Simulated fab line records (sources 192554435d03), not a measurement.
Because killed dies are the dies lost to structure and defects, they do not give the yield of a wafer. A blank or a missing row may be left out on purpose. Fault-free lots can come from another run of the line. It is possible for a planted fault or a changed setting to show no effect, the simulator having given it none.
Chamber matching :: flow n5 finfet :: N5_MOL_CONTACT_COAG_VIA_ETCH_117 on rie diel-02 has 4 sister chambers
The step etches SiO2 in C4F6/O2, target depth 40 nm, overetch 8 nm, time 26 s. 16 wafers are shown with their chamber, then 8 later ones without.

## WAFERS, EACH WITH ITS CHAMBER
wafer: L075.1
chamber: 0
showerhead plenum p Torr (Torr): 2.70
throttle valve pct (%): 41.35
rf vpp V (V): 1563

wafer: L075.4
chamber: 0
showerhead plenum p Torr (Torr): 2.70
throttle valve pct (%): 41.35
rf vpp V (V): 1562

wafer: L075.5
chamber: 3
showerhead plenum p Torr (Torr): 3.01
throttle valve pct (%): 40.67
rf vpp V (V): 1605

wafer: L074.1
chamber: 2
showerhead plenum p Torr (Torr): 2.86
throttle valve pct (%): 41.13
rf vpp V (V): 1574

wafer: L074.3
chamber: 3
showerhead plenum p Torr (Torr): 3.01
throttle valve pct (%): 40.68
rf vpp V (V): 1607

wafer: L074.6
chamber: 0
showerhead plenum p Torr (Torr): 2.70
throttle valve pct (%): 41.35
rf vpp V (V): 1564

wafer: L076.2
chamber: 0
showerhead plenum p Torr (Torr): 2.70
throttle valve pct (%): 41.32
rf vpp V (V): 1563

wafer: L076.3
chamber: 1
showerhead plenum p Torr (Torr): 2.78
throttle valve pct (%): 40.68
rf vpp V (V): 1562

wafer: L076.6
chamber: 0
showerhead plenum p Torr (Torr): 2.70
throttle valve pct (%): 41.34
rf vpp V (V): 1561

wafer: L078.1
chamber: 0
showerhead plenum p Torr (Torr): 2.70
throttle valve pct (%): 41.36
rf vpp V (V): 1563

wafer: L078.3
chamber: 1
showerhead plenum p Torr (Torr): 2.78
throttle valve pct (%): 40.65
rf vpp V (V): 1560

wafer: L078.5
chamber: 1
showerhead plenum p Torr (Torr): 2.78
throttle valve pct (%): 40.68
rf vpp V (V): 1559

wafer: L084.1
chamber: 0
showerhead plenum p Torr (Torr): 2.69
throttle valve pct (%): 41.37
rf vpp V (V): 1561

wafer: L084.2
chamber: 3
showerhead plenum p Torr (Torr): 3.00
throttle valve pct (%): 40.69
rf vpp V (V): 1605

wafer: L084.3
chamber: 1
showerhead plenum p Torr (Torr): 2.77
throttle valve pct (%): 40.70
rf vpp V (V): 1561

wafer: L085.2
chamber: 1
showerhead plenum p Torr (Torr): 2.77
throttle valve pct (%): 40.70
rf vpp V (V): 1559

SIGNATURES, as means of the wafers listed above
reading: showerhead plenum p Torr
chamber 0: 2.6986
chamber 1: 2.7760
chamber 2: 2.8600
chamber 3: 3.0067
scatter within a chamber: 0.00476

reading: throttle valve pct
chamber 0: 41.3486
chamber 1: 40.6820
chamber 2: 41.1300
chamber 3: 40.6800
scatter within a chamber: 0.0167

reading: rf vpp V
chamber 0: 1562.43
chamber 1: 1560.20
chamber 2: 1574.00
chamber 3: 1605.67
scatter within a chamber: 1.2
Rule: distance of a wafer from a chamber = root of the sum over the readings of ((wafer's reading minus chamber's mean) / reading's scatter) squared. The wafer belongs to the nearest chamber; if the next one is less than 2 further off, it can't be placed. How the scatter is found: for the shown wafers, subtract from each reading the mean of its chamber, square and add these, divide the total by (wafers less chambers), then take the root.

## WAFERS MISSING THEIR CHAMBER
wafer: L085.3
showerhead plenum p Torr (Torr): 3.00
throttle valve pct (%): 40.67
rf vpp V (V): 1606

wafer: L085.4
showerhead plenum p Torr (Torr): 2.85
throttle valve pct (%): 41.16
rf vpp V (V): 1573

wafer: L091.2
showerhead plenum p Torr (Torr): 3.03
throttle valve pct (%): 41.01
rf vpp V (V): 1588

wafer: L091.5
showerhead plenum p Torr (Torr): 3.03
throttle valve pct (%): 41.01
rf vpp V (V): 1588

wafer: L091.6
showerhead plenum p Torr (Torr): 2.77
throttle valve pct (%): 40.71
rf vpp V (V): 1560

wafer: L092.1
showerhead plenum p Torr (Torr): 2.84
throttle valve pct (%): 41.14
rf vpp V (V): 1573

wafer: L092.4
showerhead plenum p Torr (Torr): 2.77
throttle valve pct (%): 40.71
rf vpp V (V): 1560

wafer: L092.6
showerhead plenum p Torr (Torr): 2.99
throttle valve pct (%): 40.70
rf vpp V (V): 1605

## EACH ONE'S CHAMBER
wafer: L085.3
from the rows above: 3
in truth: 3

wafer: L085.4
from the rows above: 2
in truth: 2

wafer: L091.2
from the rows above: 3
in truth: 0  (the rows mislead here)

wafer: L091.5
from the rows above: 3
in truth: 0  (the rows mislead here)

wafer: L091.6
from the rows above: 1
in truth: 1

wafer: L092.1
from the rows above: 2
in truth: 2

wafer: L092.4
from the rows above: 1
in truth: 1

wafer: L092.6
from the rows above: 3
in truth: 3
Correct placement for 6 of the 8. Left unplaced by these rows: 0. 2 placed wrongly.
